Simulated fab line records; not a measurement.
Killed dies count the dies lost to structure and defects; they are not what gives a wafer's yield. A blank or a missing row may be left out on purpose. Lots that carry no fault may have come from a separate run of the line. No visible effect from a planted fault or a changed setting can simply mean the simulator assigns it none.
8D (eight disciplines) problem report, filled in by code || flow n5 finfet || the parts of the form that need people (team, actions taken, sign-off) are left out

== 1. THE ISSUE ==
trench depth nm at N5_BEOL_M9_OCD_MEAS_38 reads a mean of 201.0 nm on 3 wafers of 2 lots; wafers without a fault read 150.5 nm with a standard deviation of 2.7. Relative to the usual mean, that is a shift of +19 standard deviations.
Seen first at day 11 03:01 on ocd-02, wafer L560.3. At this step, 21 wafers from 7 lots have a number in the record. The rule behind "out" and "out of limits": a value lying over 4 standard deviations away from the usual mean. The rest of the wafers with a number are treated as sound.

== 2. WHAT IT IS; WHAT IT IS NOT ==
{"question": "which readings at this step", "is": "trench depth nm", "is not": "-"}
{"question": "which lots", "is": "L560, L563", "is not": "L569, L572, L574, L575, L576"}
{"question": "which wafers of those lots", "is": "L560.3, L560.4, L563.6", "is not": "L560.1, L563.1, L563.2"}
{"question": "read on which gauges", "is": "ocd-02", "is not": "ocd-01"}
{"question": "when", "is": "from day 11 03:01", "is not": "up to then (1 sound wafer); but 17 sound wafers of L563, L569, L572, L574, L575, L576 came after"}

== 3. WHAT RULES OUT EACH SUSPECT ==
Counting: if a tool at a process step up to the reading ran every lot that is out, it stays a suspect. Sound lots after the first of them don't rule it out here, since some wafers of a struck lot are sound.
- the gauge at N5_BEOL_M9_OCD_MEAS_38 has been ruled out. All the wafers that are out were read on ocd-02, but those of them that N5_BEOL_M9_TRENCH_ETCH_37 has rows for are out there too, on other tools.
- rie diel-03 at N5_BEOL_M9_DESCUM_33 (chemistry O2, time 7 s): kept. It ran every lot that is out, first L560 (day 11 02:34).
- rie diel-03 at N5_BEOL_M9_TRENCH_ETCH_37 (etches SiCOH lowk in C4F6/O2, target depth 151.43 nm, time 49 s): kept. It ran every lot that is out, first L560 (day 11 02:50). Out on those wafers are its own readings of run length s.
After counting, rie diel-03 at N5_BEOL_M9_DESCUM_33 and rie diel-03 at N5_BEOL_M9_TRENCH_ETCH_37 remain.

== 4. THE CAUSE (what the simulator had put in) ==
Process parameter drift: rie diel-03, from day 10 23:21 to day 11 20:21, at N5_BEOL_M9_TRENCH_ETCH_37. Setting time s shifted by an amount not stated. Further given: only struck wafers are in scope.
2 suspects survive the count, and this tool is in that group.

== 5. THE CHAIN OF EFFECTS, in route order ==
Each row: a reading where the mean over the struck wafers with a number is more than 3 standard deviations away from the usual. Scope: only readings with a usual standard deviation given in the record; hours: median across lots of the time from each lot's start at the first step in this table that gives one to its start at this step; sigmas: change in usual standard deviations.
{"hours": 0, "step": "N5_BEOL_M9_TRENCH_ETCH_37", "reading": "run length s", "usual": "72.4 s", "on struck wafers": 88.7, "change": "+16.3", "sigmas": "+45"}
{"hours": 0, "step": "N5_BEOL_M9_OCD_MEAS_38", "reading": "trench depth nm", "usual": "150.5 nm", "on struck wafers": 201.0, "change": "+50.5", "sigmas": "+19"}
{"hours": 3, "step": "N5_BEOL_M9_THK_MEAS_53", "reading": "M9_THK", "usual": "136.2 nm", "on struck wafers": 185.5, "change": "+49.3", "sigmas": "+16"}
{"hours": 3, "step": "N5_BEOL_M9_RS_MEAS_57", "reading": "M9_RS", "usual": "0.153 ohm/sq", "on struck wafers": 0.109, "change": -0.044, "sigmas": -13}
{"hours": 46, "step": "N5_BEOL_M15_RC_MEAS_101", "reading": "SERP_M9", "usual": "3.10 ohm/um", "on struck wafers": 2.20, "change": -0.90, "sigmas": -12}
{"hours": 46, "step": "N5_BEOL_M15_RC_MEAS_101", "reading": "SERP_M9_max_site", "usual": "3.19 ohm/um", "on struck wafers": 2.27, "change": -0.92, "sigmas": -11}
Process steps it contains:
- N5_BEOL_M9_TRENCH_ETCH_37: etches SiCOH lowk in C4F6/O2, target depth 151.43 nm, time 49 s.

== 6. HOW IT WOULD HAVE BEEN CAUGHT EARLIER ==
In this record the first reading out of limits at a measuring or inspecting step was taken at day 11 03:01, 4 hours after the fault began at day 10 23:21.
At N5_BEOL_M9_TRENCH_ETCH_37, the tool's own readings (run length s) were out on each struck wafer the step has a row for, so an alarm limit on them would have fired on the first such wafer.
Among the 2 lots that are out, L563 began N5_BEOL_M9_TRENCH_ETCH_37 on rie diel-03 after day 11 03:01. Putting the tool on hold at that point would have spared it.
